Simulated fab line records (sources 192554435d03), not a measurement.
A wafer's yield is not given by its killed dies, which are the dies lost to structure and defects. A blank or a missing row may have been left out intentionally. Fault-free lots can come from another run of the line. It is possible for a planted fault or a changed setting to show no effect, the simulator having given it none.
Which tool is to blame? -- flow n5 finfet -- 10 lots, 30 wafers sampled, at 5 steps of a route of 1938

WHAT THE GAUGES READ, wafer by wafer
N5_BEOL_M5_OCD_MEAS_38.
lot,measured,on,trench depth nm (nm)
L912,day 11 04:38,ocd-02,70.0 69.6 70.7
L918,day 12 18:34,ocd-02,70.6 75.6 70.8
L920,day 13 04:50,ocd-01,71.0 69.9 75.1
L917,day 13 05:37,ocd-02,75.0 73.5 69.6
L924,day 13 16:02,ocd-01,70.2 75.2 70.5
L923,day 14 13:22,ocd-01,72.9 69.6 69.8
L925,day 16 00:43,ocd-02,70.0 75.0 72.6
L932,day 16 13:19,ocd-01,70.2 70.6 70.2
L934,day 16 13:47,ocd-01,69.2 72.5 53.5
L931,day 17 08:20,ocd-02,69.0 73.6 55.4

EACH LOT AND THE TOOL THAT RAN IT (in order: tool; ch and the chambers of the sampled wafers; start)
lot,N5_BEOL_M5_STRIP_64,N5_BEOL_M5_ETCH_68,N5_BEOL_M5_TRENCH_ETCH_37,N5_BEOL_M5_STRIP_91
L912,"rie diel-06 ch 0,3, day 11 01:30","rie diel-02 ch 1,2,3, day 11 04:18","rie diel-02 ch 1,2,3, day 11 04:29","rie diel-02 ch 1,2,3, day 11 04:38 or earlier"
L918,"rie diel-02 ch 0,1, day 12 16:50","rie diel-06 ch 0,3, day 12 18:13","rie diel-06 ch 0,3, day 12 18:24","rie diel-06 ch 0,3, day 12 18:34 or earlier"
L920,"rie diel-02 ch 0,2,3, day 13 01:40","rie diel-02 ch 0,1,3, day 13 04:29","rie diel-02 ch 0,1,3, day 13 04:40","rie diel-02 ch 0,1,3, day 13 04:50 or earlier"
L917,"rie diel-02 ch 0,1,2, day 13 04:04","rie diel-02 ch 0,3, day 13 05:16","rie diel-02 ch 0,3, day 13 05:27","rie diel-02 ch 0,3, day 13 05:37 or earlier"
L924,"rie diel-05 ch 0,2,3, day 13 12:35","rie diel-06 ch 0,1,3, day 13 15:41","rie diel-06 ch 0,1,3, day 13 15:53","rie diel-06 ch 0,1,3, day 13 16:02 or earlier"
L923,"rie diel-02 ch 0,1,3, day 14 09:09","rie diel-02 ch 0,1,3, day 14 13:01","rie diel-02 ch 0,1,3, day 14 13:12","rie diel-02 ch 0,1,3, day 14 13:22 or earlier"
L925,"rie diel-06 ch 0,3, day 15 21:11","rie diel-06 ch 0,2,3, day 16 00:22","rie diel-06 ch 0,2,3, day 16 00:34","rie diel-06 ch 0,2,3, day 16 00:43 or earlier"
L932,"rie diel-05 ch 0,2,3, day 16 05:13","rie diel-05 ch 0,3, day 16 12:59","rie diel-05 ch 0,3, day 16 13:10","rie diel-05 ch 0,3, day 16 13:19 or earlier"
L934,"rie diel-05 ch 0,3, day 16 10:33","rie diel-02 ch 0,1,3, day 16 13:27","rie diel-02 ch 0,1,3, day 16 13:38","rie diel-02 ch 0,1,3, day 16 13:47 or earlier"
L931,"rie diel-06 ch 0,2,3, day 17 06:57","rie diel-02 ch 0,1,2, day 17 07:59","rie diel-02 ch 0,1,2, day 17 08:10","rie diel-02 ch 0,1,2, day 17 08:20 or earlier"
- N5_BEOL_M5_STRIP_64: strips in CF4.
- N5_BEOL_M5_ETCH_68: etches SOC in N2/H2, target depth 80 nm, overetch 16 nm, time 120 s.
- N5_BEOL_M5_TRENCH_ETCH_37: etches SiCOH lowk in C4F6/O2, target depth 71.652 nm, time 24.7 s.
- N5_BEOL_M5_STRIP_91: strips in N2/H2, time 10 s.

THE ANSWER, worked out from the rows above alone
Rule: what is usual is taken from the lots themselves. Put in order of their means at a reading, lots are off if they are a third of the lots or fewer, leave a main group of 4 or more, and stand apart from it by a gap of 3 or more times the standard deviation of the main group's means; of several such gaps the widest counts. If all means in a main group match to the digits the tables above print for the reading, that group is not used. A lot without any number at a reading at which 4 lots or more have one is off too. Where the step has rows for the other lots, those lots are counted as sound.
Off: L934, L931, at N5_BEOL_M5_OCD_MEAS_38 (trench depth nm). Main group: mean 71.6 nm, sd 0.97.
A tool fits if, at a process step before that reading, it ran every lot that is off, and no sound lot after the first of them. The gauges at N5_BEOL_M5_OCD_MEAS_38 are tried like those tools. N5_BEOL_M5_STRIP_91 gives no start for some lots, so the hours and the order of its lots are those of N5_BEOL_M5_OCD_MEAS_38. One fits: rie diel-02 at N5_BEOL_M5_ETCH_68 and N5_BEOL_M5_TRENCH_ETCH_37 and N5_BEOL_M5_STRIP_91. At N5_BEOL_M5_ETCH_68 its last sound lot is L923 (day 14 13:01), its first lot that is off L934 (day 16 13:27): a fault that began between those two fits.

WHAT THE SIMULATOR HAD PUT IN
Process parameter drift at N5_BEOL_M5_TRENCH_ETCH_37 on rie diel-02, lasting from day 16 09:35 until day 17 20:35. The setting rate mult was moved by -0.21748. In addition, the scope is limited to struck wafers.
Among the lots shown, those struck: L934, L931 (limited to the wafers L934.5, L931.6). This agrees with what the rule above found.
